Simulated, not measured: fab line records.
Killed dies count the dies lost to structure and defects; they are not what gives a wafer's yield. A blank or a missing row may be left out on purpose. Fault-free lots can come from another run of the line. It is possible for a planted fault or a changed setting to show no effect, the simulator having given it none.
Struck lot and sound lot, side by side | flow n5_finfet | 15 out of 1938 route steps
Sound: the wafers L802.2, L802.5, L802.6. Struck: wafer L812.1 (left out: L812.5, a lot-mate that was not struck); the cause follows at the end.
Per side, at each step with rows, come the tool, then ch with its chambers, and then its first start. Under that, the readings that differ: sound wafers | struck wafers | difference of the means | sigmas: that difference in standard deviations of wafers without a fault.
alike: a reading whose means differ by less than 2 such deviations, as well as words and numbers matching on both sides. not compared: withheld readings; readings where some wafer has no value; bounds like >300 that might hide an equal value; numbers whose values overlap and for which the record gives no deviation.
The two part at a step that has a row with sigmas, a row that says differs or no value, or rows on one side only. Numbers that don't overlap but have no deviation are shown without sigmas and don't part them. A reading that every wafer of one side lacks parts them only if that side has two wafers or more.

first, 7 steps without rows for these wafers: N5_BEOL_M3_COAT_73 (time 60 s, resist thk 5 nm); N5_BEOL_M3_COAT_05 (resist thk 30 nm); N5_BEOL_M3_EBR_07; N5_BEOL_M3_SOFTBAKE_06 (time 60 s); N5_BEOL_M3_EXPOSE_08 (exposes mask M3); N5_BEOL_M3_PEB_09 (peb time 60 s); N5_BEOL_M3_DEVELOP_10 (develop time 30 s).
N5_BEOL_M3_CD_MEAS_11: the cd target is 17.05 nm.
  sound on cd_sem-03 ch 0, day 7 09:36; struck on cd_sem-01 ch 0, day 10 03:51
  alike: cd_nm
N5_BEOL_M3_OVL_MEAS_12:
  sound on overlay-02 ch 0, day 7 09:38; struck on overlay-01 ch 0, day 10 03:53
  alike: M3_OVL
N5_BEOL_M3_INSPECT_13: inspects for defects (brightfield).
  sound: defect_inspect-01 at day 7 09:41; struck: defect_inspect-01 at day 10 03:56
  alike: raw_defect_count
N5_BEOL_M3_DESCUM_16: chemistry O2, time 7 s.
  sound on rie_diel-05 ch 2,3, day 7 09:51; struck on rie_diel-05 ch 3, day 10 03:58
  alike: drypump_motor_current_A, oes_product_au, rf_vpp_V, showerhead_plenum_p_Torr, throttle_valve_pct
  not compared: rf_hours_counter_h
N5_BEOL_M3_ETCH_74: etches underlayer in N2/H2, target depth 6.5 nm, time 5.2 s.
  sound on rie_diel-05 ch 2,3, day 7 09:53; struck on rie_diel-05 ch 3, day 10 04:01
  alike: drypump_motor_current_A, etch_rf_on_time_s, oes_product_au, rf_vpp_V, showerhead_plenum_p_Torr, throttle_valve_pct
  not compared: rf_hours_counter_h
N5_BEOL_M3_ETCH_63: etches SiARC in CF4, target depth 15.6 nm, time 26 s.
  sound on rie_diel-05 ch 2,3, day 7 09:54; struck on rie_diel-05 ch 3, day 10 04:01
  reading               | sound          | struck | difference | sigmas
  etch_rf_on_time_s (s) | 26.2 26.4 26.2 | 15.7   | -10.6      | -16
  oes_product_au (a.u.) | 0.62 0.62 0.62 | 0.85   | +0.23      | +3
  alike: drypump_motor_current_A, rf_vpp_V, showerhead_plenum_p_Torr, throttle_valve_pct
  not compared: rf_hours_counter_h
N5_BEOL_M3_ETCH_64: etches SOC in N2/H2, target depth 75 nm, overetch 15 nm, time 112.5 s.
  sound on rie_diel-05 ch 2,3, day 7 09:56; struck on rie_diel-05 ch 3, day 10 04:03
  alike: drypump_motor_current_A, oes_product_au, rf_vpp_V, showerhead_plenum_p_Torr, throttle_valve_pct
  not compared: rf_hours_counter_h
N5_BEOL_M4_RC_MEAS_101:
  sound on prober-01 ch 0, day 8 05:38; struck on prober-02 ch 0, day 11 04:07
  alike: DIBL_N, DIBL_P, IOFF_N, IOFF_P, ION_N, ION_P, SS_N, SS_P, VT_N, VT_P

== WHERE THEY PART ==
N5_BEOL_M3_ETCH_63 only, going by this record. Later steps at which nothing parts them and some readings are alike: N5_BEOL_M3_ETCH_64, N5_BEOL_M4_RC_MEAS_101.

WHY: the cause the simulator had injected
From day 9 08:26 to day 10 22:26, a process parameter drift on rie_diel-05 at N5_BEOL_M3_ETCH_63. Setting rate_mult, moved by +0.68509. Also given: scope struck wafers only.
